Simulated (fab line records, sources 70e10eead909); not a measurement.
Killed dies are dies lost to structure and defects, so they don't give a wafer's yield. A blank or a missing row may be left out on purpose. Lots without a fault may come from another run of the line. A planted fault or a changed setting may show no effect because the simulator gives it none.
Which tool did it? | flow nand_harc | 12 lots, 36 wafers sampled, at 7 steps of a route of 1302

WHAT THE GAUGES READ, wafer by wafer
NHARC_P_M1_INSPECT_11.
lot  | measured     | on                | raw_defect_count
L676 | day 6 10:29  | defect_inspect-01 | 5 5 1
L680 | day 7 18:02  | defect_inspect-02 | 6 4 3
L681 | day 8 12:01  | defect_inspect-02 | 5 4 5
L682 | day 8 17:20  | defect_inspect-02 | 2 7 6
L683 | day 9 03:36  | defect_inspect-02 | 8 9 7
L690 | day 12 03:48 | defect_inspect-02 | 1 7 2
L691 | day 12 07:28 | defect_inspect-01 | 1 2 1
L693 | day 13 03:52 | defect_inspect-02 | 7 2 4
L694 | day 13 21:19 | defect_inspect-02 | 4 4 2
L695 | day 13 21:37 | defect_inspect-01 | 4 4 3
L696 | day 14 18:25 | defect_inspect-01 | 3 4 1
L697 | day 14 21:50 | defect_inspect-01 | 5 2 8

NHARC_P_M1_THK_MEAS_24: measures by xrf.
lot  | measured     | on            | thk_nm (nm)
L676 | day 6 12:58  | film_metro-02 | 156.8 156.1 158.3
L680 | day 7 20:56  | film_metro-01 | 155.3 157.5 158.7
L681 | day 8 14:30  | film_metro-01 | 30.2 31.5 29.6
L682 | day 8 19:52  | film_metro-02 | 28.2 30.5 30.3
L683 | day 9 06:07  | film_metro-01 | 29.7 29.4 31.1
L690 | day 12 06:20 | film_metro-02 | 156.9 158.4 159.3
L691 | day 12 09:59 | film_metro-01 | 155.7 156.6 157.1
L693 | day 13 06:44 | film_metro-01 | 158.4 156.6 158.4
L694 | day 13 23:55 | film_metro-01 | 159.0 156.3 155.5
L695 | day 14 00:07 | film_metro-02 | 156.3 157.9 158.1
L696 | day 14 20:53 | film_metro-01 | 156.4 157.8 156.3
L697 | day 15 00:19 | film_metro-01 | 156.2 159.8 157.4

NHARC_P_M1_INSPECT_27.
lot  | measured     | on                | raw_defect_count
L676 | day 6 13:08  | defect_inspect-01 | 447 264 374
L680 | day 7 21:06  | defect_inspect-02 | 371 375 181
L681 | day 8 14:40  | defect_inspect-01 | 221 306 346
L682 | day 8 20:01  | defect_inspect-01 | 384 429 223
L683 | day 9 06:16  | defect_inspect-02 | 281 159 233
L690 | day 12 06:31 | defect_inspect-01 | 339 278 346
L691 | day 12 10:10 | defect_inspect-02 | 224 223 372
L693 | day 13 06:53 | defect_inspect-01 | 178 229 186
L694 | day 14 00:05 | defect_inspect-01 | 311 262 241
L695 | day 14 00:16 | defect_inspect-01 | 534 730 559
L696 | day 14 21:03 | defect_inspect-02 | 227 302 342
L697 | day 15 00:28 | defect_inspect-02 | 272 342 486

NHARC_END_SORT_01.
lot  | measured     | on        | defect_limited_yield (%) | killed_at_array | killed_at_other | killed_at_periphery | killed_dies | killed_open | killed_short | sort_bin_2_pct (%) | sort_bin_3_pct (%) | sort_bin_4_pct (%) | sort_n_pass | sort_rim_yield_pct (%) | sort_yield_pct (%)
L681 | day 27 01:40 | prober-02 | 0 0 0                    | 33 46 33        | 0 0 0           | 644 631 644         | 677 677 677 | 3 0 3       | 2 2 2        | 96.8 95.1 96.2     | 0.3 0.7 0.1        | 3.0 4.1 3.7        | 0 0 0       | 0 0 0                  | 0 0 0
L682 | day 26 17:14 | prober-01 | 0 0 0                    | 44 40 50        | 0 2 1           | 633 635 626         | 677 677 677 | 4 2 2       | 2 3 2        | 95.9 95.3 93.8     | 0.6 0.9 0.1        | 3.5 3.8 6.1        | 0 0 0       | 0 0 0                  | 0 0 0
L683 | day 27 05:46 | prober-01 | 0 0 0                    | 49 51 31        | 2 2 1           | 626 624 645         | 677 677 677 | 9 5 2       | 5 3 5        | 94.1 94.7 95.3     | 0.7 0.7 0.6        | 5.2 4.6 4.1        | 0 0 0       | 0 0 0                  | 0 0 0

WHICH TOOL RAN EACH LOT (tool, then ch and the chambers of the sampled wafers, then the start)
lot  | NHARC_P_M0_ANNEAL_30             | NHARC_P_M1_ECD_22              | NHARC_P_M1_CMP_23
L676 | rtp_anneal-02 ch 0, day 6 08:19  | ecd_cu-01 ch 0,1, day 6 11:59  | cmp-01 ch 0,3, day 6 12:40
L680 | rtp_anneal-01 ch 0, day 7 15:32  | ecd_cu-02 ch 0,1, day 7 19:55  | cmp-02 ch 1,2,3, day 7 20:38
L681 | rtp_anneal-01 ch 0, day 8 09:50  | ecd_cu-02 ch 0,1, day 8 13:28  | cmp-02 ch 1,2,3, day 8 14:11
L682 | rtp_anneal-01 ch 0, day 8 15:10  | ecd_cu-02 ch 0, day 8 18:53    | cmp-03 ch 0,2, day 8 19:34
L683 | rtp_anneal-01 ch 0, day 9 01:22  | ecd_cu-01 ch 0,1, day 9 05:10  | cmp-02 ch 0,1,3, day 9 05:51
L690 | rtp_anneal-01 ch 0, day 12 01:29 | ecd_cu-01 ch 1, day 12 05:21   | cmp-01 ch 0,3, day 12 06:01
L691 | rtp_anneal-01 ch 0, day 12 05:08 | ecd_cu-01 ch 0, day 12 09:00   | cmp-01 ch 0,1,3, day 12 09:43
L693 | rtp_anneal-01 ch 0, day 13 01:31 | ecd_cu-02 ch 0,1, day 13 05:45 | cmp-03 ch 0,3, day 13 06:27
L694 | rtp_anneal-02 ch 0, day 13 18:58 | ecd_cu-01 ch 0,1, day 13 22:56 | cmp-02 ch 0,1,2, day 13 23:38
L695 | rtp_anneal-02 ch 0, day 13 19:20 | ecd_cu-02 ch 0,1, day 13 23:08 | cmp-01 ch 2,3, day 13 23:48
L696 | rtp_anneal-01 ch 0, day 14 16:05 | ecd_cu-01 ch 0,1, day 14 19:58 | cmp-01 ch 1,2,3, day 14 20:36
L697 | rtp_anneal-01 ch 0, day 14 19:33 | ecd_cu-02 ch 0,1, day 14 23:16 | cmp-03 ch 1,2, day 15 00:00
- NHARC_P_M0_ANNEAL_30: time 90 s.
- NHARC_P_M1_ECD_22: material Cu, target thk 400 nm.
- NHARC_P_M1_CMP_23: polishes, t overpolish 20 s, target thk 157.82 nm.

WHAT THE TOOLS THEMSELVES READ (means of the sampled wafers that have a number; where no wafer has one, the mark that the record gives instead)
NHARC_P_M0_ANNEAL_30.
lot  | tool          | wafer_temp_C_max
L676 | rtp_anneal-02 | 225.78
L680 | rtp_anneal-01 | 225.79
L681 | rtp_anneal-01 | 226.19
L682 | rtp_anneal-01 | 226.02
L683 | rtp_anneal-01 | 225.91
L690 | rtp_anneal-01 | 225.76
L691 | rtp_anneal-01 | 226.04
L693 | rtp_anneal-01 | 225.93
L694 | rtp_anneal-02 | 225.79
L695 | rtp_anneal-02 | 225.65
L696 | rtp_anneal-01 | 226.13
L697 | rtp_anneal-01 | 225.99

NHARC_P_M1_ECD_22.
lot  | tool      | bath_heat_duty_pct (%) | bath_temp_c (C)
L676 | ecd_cu-01 | 6.8                    | 25.06
L680 | ecd_cu-02 | 5.9                    | 25.08
L681 | ecd_cu-02 | -                      | -
L682 | ecd_cu-02 | -                      | -
L683 | ecd_cu-01 | -                      | -
L690 | ecd_cu-01 | 7.0                    | 24.96
L691 | ecd_cu-01 | 7.5                    | 25.09
L693 | ecd_cu-02 | 6.0                    | 25.03
L694 | ecd_cu-01 | 7.1                    | 25.00
L695 | ecd_cu-02 | 6.1                    | 25.01
L696 | ecd_cu-01 | 7.3                    | 25.07
L697 | ecd_cu-02 | 6.3                    | 25.03

NHARC_P_M1_CMP_23.
lot  | tool   | motor_current_A (A) | time_to_endpoint_s (s)
L676 | cmp-01 | 11.6                | 29
L680 | cmp-02 | 11.7                | 32
L681 | cmp-02 | 11.9                | 4
L682 | cmp-03 | 11.0                | 0
L683 | cmp-02 | 12.2                | 3
L690 | cmp-01 | 11.8                | 27
L691 | cmp-01 | 11.2                | 26
L693 | cmp-03 | 12.9                | 29
L694 | cmp-02 | 12.1                | 25
L695 | cmp-01 | 11.0                | 26
L696 | cmp-01 | 10.7                | 24
L697 | cmp-03 | 10.2                | 31

THE ANSWER, worked out from the rows above alone
Rule: what is usual is taken from the lots themselves. Put in order of their means at a reading, lots are off if they are a third of the lots or fewer, leave a main group of 4 or more, and stand apart from it by a gap of 3 or more times the standard deviation of the main group's means; of several such gaps the widest counts. A main group whose means are all the same, to the digits that the tables above print for the reading, isn't used. A lot without any number at a reading at which 4 lots or more have one is off too. The other lots that the step has rows for count as sound. The gauges are gone through in route order, then the tools' own readings, and for those a lot's mean is taken as printed above. The first step at which some lot is off is used, and at that step the reading that is off furthest; a lot without a number counts as furthest.
Off: L681, L682, L683, at NHARC_P_M1_THK_MEAS_24 (thk_nm). The main group: mean 157.3 nm, standard deviation 0.52.
A tool fits if, at a process step before that reading, it ran every lot that is off, and no sound lot after the first of them. The gauges at NHARC_P_M1_THK_MEAS_24 aren't tried: what is off there is off at NHARC_P_M1_ECD_22 too, on other tools, and a gauge's error can't cause that. None of those tried fits.

WHAT THE SIMULATOR HAD PUT IN
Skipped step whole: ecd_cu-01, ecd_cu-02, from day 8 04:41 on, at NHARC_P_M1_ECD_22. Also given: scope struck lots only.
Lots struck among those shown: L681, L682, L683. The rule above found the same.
